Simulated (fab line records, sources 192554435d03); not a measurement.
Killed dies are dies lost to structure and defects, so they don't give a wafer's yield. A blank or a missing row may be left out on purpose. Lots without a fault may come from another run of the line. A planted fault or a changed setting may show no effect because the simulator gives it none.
Chamber matching | flow n5_finfet | N5_BEOL_M10_PECVD_70 on pecvd-03: 3 sister chambers
The step deposits SiO2 from TEOS/O2, target thk 20 nm, time 22.7 s. 5 wafers are shown with their chamber, then 7 later ones without.

WAFERS WITH THEIR CHAMBER
wafer  | chamber | throttle_valve_pct (%) | heater_power_w (W)
L081.2 | 1       | 24.3                   | 648
L081.3 | 2       | 21.0                   | 590
L081.4 | 0       | 22.6                   | 772
L087.1 | 0       | 22.4                   | 834
L087.2 | 1       | 24.1                   | 665

WAFERS WITHOUT THEIR CHAMBER
wafer  | throttle_valve_pct (%) | heater_power_w (W)
L087.3 | 20.9                   | 631
L090.2 | 24.3                   | 634
L090.3 | 24.1                   | 648
L090.5 | 24.4                   | 639
L093.3 | 21.0                   | 671
L093.5 | 21.0                   | 669
L093.6 | 22.6                   | 849

WHICH CHAMBER EACH WENT THROUGH
wafer  | from the rows above | in truth
L087.3 | 2                   | 2
L090.2 | 1                   | 1
L090.3 | 1                   | 1
L090.5 | 1                   | 1
L093.3 | 2                   | 2
L093.5 | 2                   | 2
L093.6 | 0                   | 0
Placed correctly: 7 of 7. Can't be placed from these rows: 0. Placed wrongly: 0.
How it was worked out, from the rows above alone: a wafer's distance from a chamber is the root of the sum, over the readings, of the square of ((its reading less the chamber's mean) divided by the reading's scatter). The wafer belongs to the nearest chamber; if the next one is less than 2 further off, it can't be placed. A chamber's mean is the mean of its shown wafers. The scatter: the root of (the sum of the squares of (reading less its chamber's mean) over the shown wafers, divided by (wafers less chambers)).
